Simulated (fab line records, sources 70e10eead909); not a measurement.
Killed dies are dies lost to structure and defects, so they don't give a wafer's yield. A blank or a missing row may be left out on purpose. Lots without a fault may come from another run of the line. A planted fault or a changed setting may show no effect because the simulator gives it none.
Which tool did it? | flow nand_harc | 23 lots, 69 wafers sampled, at 4 steps of a route of 1159

WHAT THE GAUGES READ, wafer by wafer
NHARC_A_CONTACT_CD_MEAS_69: target cd 200 nm. Usual: cd_nm 200.1 nm, standard deviation 0.49.
lot  | measured     | on        | cd_nm (nm)        | flag
L074 | day 16 05:34 | cd_sem-01 | 199.5 199.2 199.1 |
L075 | day 16 14:49 | cd_sem-01 | 200.9 199.9 200.2 |
L077 | day 16 21:58 | cd_sem-03 | 199.9 200.2 199.8 |
L076 | day 17 06:18 | cd_sem-03 | 199.5 199.5 200.5 |
L079 | day 17 12:02 | cd_sem-01 | 199.8 200.2 199.4 |
L078 | day 17 13:40 | cd_sem-03 | 200.1 200.0 199.6 |
L080 | day 17 17:37 | cd_sem-01 | 199.9 199.7 200.1 |
L081 | day 18 09:34 | cd_sem-02 | 199.8 200.4 200.3 |
L084 | day 18 23:59 | cd_sem-01 | 200.0 200.6 200.2 |
L082 | day 18 23:21 | cd_sem-03 | 199.5 201.2 200.3 |
L083 | day 19 15:28 | cd_sem-02 | 200.2 200.1 200.3 |
L085 | day 19 10:34 | cd_sem-02 | 199.6 199.4 199.8 |
L086 | day 19 21:22 | cd_sem-02 | 199.3 199.3 199.5 |
L087 | day 20 00:44 | cd_sem-03 | 200.0 199.6 199.7 |
L088 | day 20 04:19 | cd_sem-02 | 199.9 200.5 200.3 |
L090 | day 20 10:33 | cd_sem-01 | 199.7 201.0 200.9 |
L091 | day 20 23:06 | cd_sem-01 | 200.5 200.6 200.6 |
L094 | day 21 10:23 | cd_sem-02 | 199.7 200.4 200.6 |
L092 | day 21 12:06 | cd_sem-01 | 200.5 200.0 199.7 |
L096 | day 21 17:12 | cd_sem-02 | 199.7 200.3 200.3 |
L095 | day 21 19:06 | cd_sem-02 | 200.6 200.4 200.4 |
L093 | day 21 22:52 | cd_sem-02 | 199.8 199.9 200.5 |
L097 | day 22 10:47 | cd_sem-02 | 201.6 200.1 200.0 |

WHICH TOOL RAN EACH LOT (tool, then ch and the chambers of the sampled wafers, then the start)
lot  | NHARC_A_WL_FILL_ETCHBACK_16                   | NHARC_A_WL_FILL_ALD_19              | NHARC_A_CONTACT_ETCH_96
L074 | rie_diel-11 ch 0,2,3, day 15 09:23 or earlier | ald_metal-03 ch 1,2,3, day 15 09:23 | rie_diel-08 ch 0,2, day 16 05:34 or earlier
L075 | rie_diel-01 ch 0,3, day 15 16:46 or earlier   | ald_metal-01 ch 0,2, day 15 16:46   | rie_diel-06 ch 0,1,3, day 16 09:11
L077 | rie_diel-01 ch 1,3, day 15 19:15 or earlier   | ald_metal-01 ch 1,3, day 15 19:15   | rie_diel-03 ch 0,2, day 16 21:58 or earlier
L076 | rie_diel-05 ch 1,2,3, day 16 10:16 or earlier | ald_metal-01 ch 0,1,2, day 16 10:16 | rie_diel-06 ch 1,2,3, day 17 06:18 or earlier
L079 | rie_diel-05 ch 2,3, day 16 18:40 or earlier   | ald_metal-03 ch 0,1,2, day 16 18:40 | rie_diel-06 ch 0,1,3, day 17 12:02 or earlier
L078 | rie_diel-01 ch 0,1, day 16 18:40 or earlier   | ald_metal-01 ch 0,2, day 16 18:40   | rie_diel-06 ch 1,3, day 17 13:40 or earlier
L080 | rie_diel-05 ch 0,1,3, day 16 18:49 or earlier | ald_metal-03 ch 0,2,3, day 16 18:49 | rie_diel-08 ch 1,2,3, day 17 17:37 or earlier
L081 | rie_diel-11 ch 0,1,3, day 17 13:56 or earlier | ald_metal-03 ch 0,1,2, day 17 13:56 | rie_diel-06 ch 0,1,2, day 18 09:34 or earlier
L084 | rie_diel-01 ch 0,1,3, day 18 06:11 or earlier | ald_metal-03 ch 0,1, day 18 06:11   | rie_diel-06 ch 2,3, day 18 23:59 or earlier
L082 | rie_diel-11 ch 0,2, day 18 06:10 or earlier   | ald_metal-01 ch 0,1, day 18 06:10   | rie_diel-03 ch 1,2,3, day 18 23:21 or earlier
L083 | rie_diel-01 ch 0,1,2, day 18 09:47 or earlier | ald_metal-01 ch 2,3, day 18 09:47   | rie_diel-06 ch 0,1,3, day 19 15:28 or earlier
L085 | rie_diel-05 ch 0,2, day 18 09:45 or earlier   | ald_metal-03 ch 2,3, day 18 09:45   | rie_diel-06 ch 0,1,3, day 19 10:34 or earlier
L086 | rie_diel-05 ch 2,3, day 18 19:59 or earlier   | ald_metal-04 ch 0,2,3, day 18 19:59 | rie_diel-08 ch 1,2,3, day 19 21:22 or earlier
L087 | rie_diel-11 ch 0,1,2, day 18 19:56 or earlier | ald_metal-03 ch 0,2,3, day 18 19:56 | rie_diel-08 ch 0,1,2, day 20 00:44 or earlier
L088 | rie_diel-11 ch 1,2, day 19 00:52 or earlier   | ald_metal-04 ch 0,2,3, day 19 00:52 | rie_diel-06 ch 1,2,3, day 20 04:19 or earlier
L090 | rie_diel-01 ch 1,3, day 19 06:42 or earlier   | ald_metal-04 ch 0,2,3, day 19 06:42 | rie_diel-03 ch 1,3, day 20 10:33 or earlier
L091 | rie_diel-01 ch 0,1,2, day 20 04:55 or earlier | ald_metal-03 ch 0,2,3, day 20 04:55 | rie_diel-08 ch 1,3, day 20 23:06 or earlier
L094 | rie_diel-11 ch 1,2, day 20 14:39 or earlier   | ald_metal-01 ch 1,2,3, day 20 14:39 | rie_diel-03 ch 0,1,3, day 21 10:23 or earlier
L092 | rie_diel-05 ch 0,2,3, day 20 14:41 or earlier | ald_metal-04 ch 1,2,3, day 20 14:41 | rie_diel-06 ch 1,2,3, day 21 12:06 or earlier
L096 | rie_diel-01 ch 0,2,3, day 20 20:56 or earlier | ald_metal-03 ch 0,1,2, day 20 20:56 | rie_diel-06 ch 0,1,2, day 21 17:12 or earlier
L095 | rie_diel-05 ch 2,3, day 20 20:58 or earlier   | ald_metal-01 ch 0,3, day 20 20:58   | rie_diel-06 ch 0,2,3, day 21 19:06 or earlier
L093 | rie_diel-01 ch 1,2,3, day 21 00:06 or earlier | ald_metal-03 ch 0,1,3, day 21 00:06 | rie_diel-08 ch 0,1,2, day 21 22:52 or earlier
L097 | rie_diel-11 ch 1,2, day 21 14:59 or earlier   | ald_metal-04 ch 1,2, day 21 14:59   | rie_diel-06 ch 0,2,3, day 22 10:47 or earlier
- NHARC_A_WL_FILL_ETCHBACK_16: etches the open film in C4F8/O2/Ar, target depth 88 nm, time 17.6 s.
- NHARC_A_WL_FILL_ALD_19: deposits TiN, target thk 2 nm, pulse time 3 s, ald cycles 100.
- NHARC_A_CONTACT_ETCH_96: etches the open film in C4F6/O2, target depth 20 nm, time 10 s.

WHAT THE TOOLS THEMSELVES READ (means of the sampled wafers that have a number; where no wafer has one, the mark that the record gives instead)
NHARC_A_WL_FILL_ETCHBACK_16. Usual: oes_product_au 0.989 a.u., standard deviation 0.03; rf_vpp_V 725 V, standard deviation 4.3.
lot  | tool        | oes_product_au (a.u.) | rf_vpp_V (V) | flag
L074 | rie_diel-11 | 1.002                 | 722          |
L075 | rie_diel-01 | 0.996                 | 728          |
L077 | rie_diel-01 | 0.929                 | 727          |
L076 | rie_diel-05 | 1.007                 | 725          |
L079 | rie_diel-05 | 1.005                 | 725          |
L078 | rie_diel-01 | 0.952                 | 726          |
L080 | rie_diel-05 | 1.006                 | 726          |
L081 | rie_diel-11 | 1.014                 | 723          |
L084 | rie_diel-01 | 1.000                 | 728          |
L082 | rie_diel-11 | 0.996                 | 722          |
L083 | rie_diel-01 | 0.995                 | 727          |
L085 | rie_diel-05 | 0.992                 | 721          |
L086 | rie_diel-05 | 1.000                 | 725          |
L087 | rie_diel-11 | 1.012                 | 722          |
L088 | rie_diel-11 | 0.988                 | 718          |
L090 | rie_diel-01 | 0.990                 | 729          |
L091 | rie_diel-01 | 0.990                 | 727          |
L094 | rie_diel-11 | 1.004                 | 719          |
L092 | rie_diel-05 | 1.005                 | 724          |
L096 | rie_diel-01 | 0.923                 | 726          |
L095 | rie_diel-05 | 1.000                 | 727          |
L093 | rie_diel-01 | 0.915                 | 727          |
L097 | rie_diel-11 | 0.997                 | 718          |

NHARC_A_WL_FILL_ALD_19. Usual: heater_power_w 1063 W, standard deviation 100; precursor_pulse_height_rel 1.001, standard deviation 0.021.
lot  | tool         | heater_power_w (W) | precursor_pulse_height_rel | flag
L074 | ald_metal-03 | 1034               | 0.997                      |
L075 | ald_metal-01 | 1114               | 0.982                      |
L077 | ald_metal-01 | 1121               | 1.014                      |
L076 | ald_metal-01 | 1093               | 0.988                      |
L079 | ald_metal-03 | 968                | 0.993                      |
L078 | ald_metal-01 | 1130               | 1.018                      |
L080 | ald_metal-03 | 1021               | 0.992                      |
L081 | ald_metal-03 | 974                | 0.995                      |
L084 | ald_metal-03 | 959                | 1.004                      |
L082 | ald_metal-01 | 1046               | 1.004                      |
L083 | ald_metal-01 | 1226               | 1.002                      |
L085 | ald_metal-03 | 1095               | 0.996                      |
L086 | ald_metal-04 | 1090               | 0.999                      |
L087 | ald_metal-03 | 1006               | 0.994                      |
L088 | ald_metal-04 | 1088               | 0.995                      |
L090 | ald_metal-04 | 1119               | 0.997                      |
L091 | ald_metal-03 | 1005               | 0.997                      |
L094 | ald_metal-01 | 1098               | 1.006                      |
L092 | ald_metal-04 | 1104               | 0.966                      |
L096 | ald_metal-03 | 975                | 1.001                      |
L095 | ald_metal-01 | 1166               | 1.004                      |
L093 | ald_metal-03 | 1009               | 1.011                      |
L097 | ald_metal-04 | 1055               | 1.010                      |

NHARC_A_CONTACT_ETCH_96. Usual: drypump_motor_current_A 5.9 A, standard deviation 0.39; o2_flow_sccm 20.00 sccm, standard deviation 0.059; oes_product_au 0.970 a.u., standard deviation 0.025; rf_vpp_V 545.1 V, standard deviation 2.2; showerhead_plenum_p_Torr 3.83 Torr, standard deviation 0.094; throttle_valve_pct 26.903 %, standard deviation 0.0096.
lot  | tool        | drypump_motor_current_A (A) | o2_flow_sccm (sccm) | oes_product_au (a.u.) | rf_vpp_V (V) | showerhead_plenum_p_Torr (Torr) | throttle_valve_pct (%) | flag
L074 | rie_diel-08 | 6.3                         | 20.03               | 0.958                 | 545.2        | 3.79                            | 26.912                 |
L075 | rie_diel-06 | 5.8                         | 20.02               | 1.009                 | 546.2        | 3.89                            | 26.913                 |
L077 | rie_diel-03 | 5.9                         | 20.02               | 0.953                 | 541.9        | 3.70                            | 26.902                 |
L076 | rie_diel-06 | 6.0                         | 20.02               | 0.940                 | 547.1        | 3.91                            | 26.905                 |
L079 | rie_diel-06 | 5.8                         | 20.07               | 0.947                 | 546.0        | 3.89                            | 26.906                 |
L078 | rie_diel-06 | 5.7                         | 19.97               | 1.008                 | 547.5        | 3.91                            | 26.889                 |
L080 | rie_diel-08 | 6.0                         | 19.98               | 0.959                 | 544.4        | 3.85                            | 26.898                 |
L081 | rie_diel-06 | 6.0                         | 20.00               | 0.957                 | 546.5        | 3.85                            | 26.905                 |
L084 | rie_diel-06 | 6.0                         | 19.93               | 0.996                 | 546.9        | 3.95                            | 26.911                 |
L082 | rie_diel-03 | 5.6                         | 19.97               | 1.001                 | 543.3        | 3.76                            | 26.896                 |
L083 | rie_diel-06 | 5.7                         | 19.98               | 0.966                 | 547.9        | 3.89                            | 26.900                 |
L085 | rie_diel-06 | 5.8                         | 20.02               | 0.955                 | 546.9        | 3.89                            | 26.907                 |
L086 | rie_diel-08 | 6.0                         | 20.00               | 0.958                 | 544.9        | 3.84                            | 26.904                 |
L087 | rie_diel-08 | 6.2                         | 20.01               | 0.937                 | 543.9        | 3.80                            | 26.908                 |
L088 | rie_diel-06 | 6.0                         | 19.96               | 0.969                 | 546.4        | 3.90                            | 26.898                 |
L090 | rie_diel-03 | 5.5                         | 20.00               | 1.015                 | 544.0        | 3.79                            | 26.906                 |
L091 | rie_diel-08 | 5.7                         | 19.91               | 0.962                 | 543.1        | 3.78                            | 26.900                 |
L094 | rie_diel-03 | 5.9                         | 20.00               | 0.955                 | 542.7        | 3.73                            | 26.896                 |
L092 | rie_diel-06 | 6.0                         | 20.03               | 0.962                 | 546.2        | 3.90                            | 26.898                 |
L096 | rie_diel-06 | 6.1                         | 20.03               | 1.013                 | 544.9        | 3.84                            | 26.909                 |
L095 | rie_diel-06 | 6.0                         | 19.99               | 0.960                 | 546.0        | 3.88                            | 26.903                 |
L093 | rie_diel-08 | 6.2                         | 19.98               | 0.999                 | 544.9        | 3.79                            | 26.898                 |
L097 | rie_diel-06 | 6.0                         | 20.03               | 0.969                 | 546.2        | 3.88                            | 26.899                 |

THE ANSWER, worked out from the rows above alone
Rule: a lot is off if the mean of its wafers that have a number lies more than 3 standard deviations from the usual mean. A lot without any number at a reading at which 4 lots or more have one is off too. The other lots that the step has rows for count as sound. The gauges are gone through in route order, then the tools' own readings, and for those a lot's mean is taken as printed above. The first step at which some lot is off is used, and at that step the reading that is off furthest; a lot without a number counts as furthest.
No lot is off at any reading shown: from this, nothing can be told.

WHAT THE SIMULATOR HAD PUT IN
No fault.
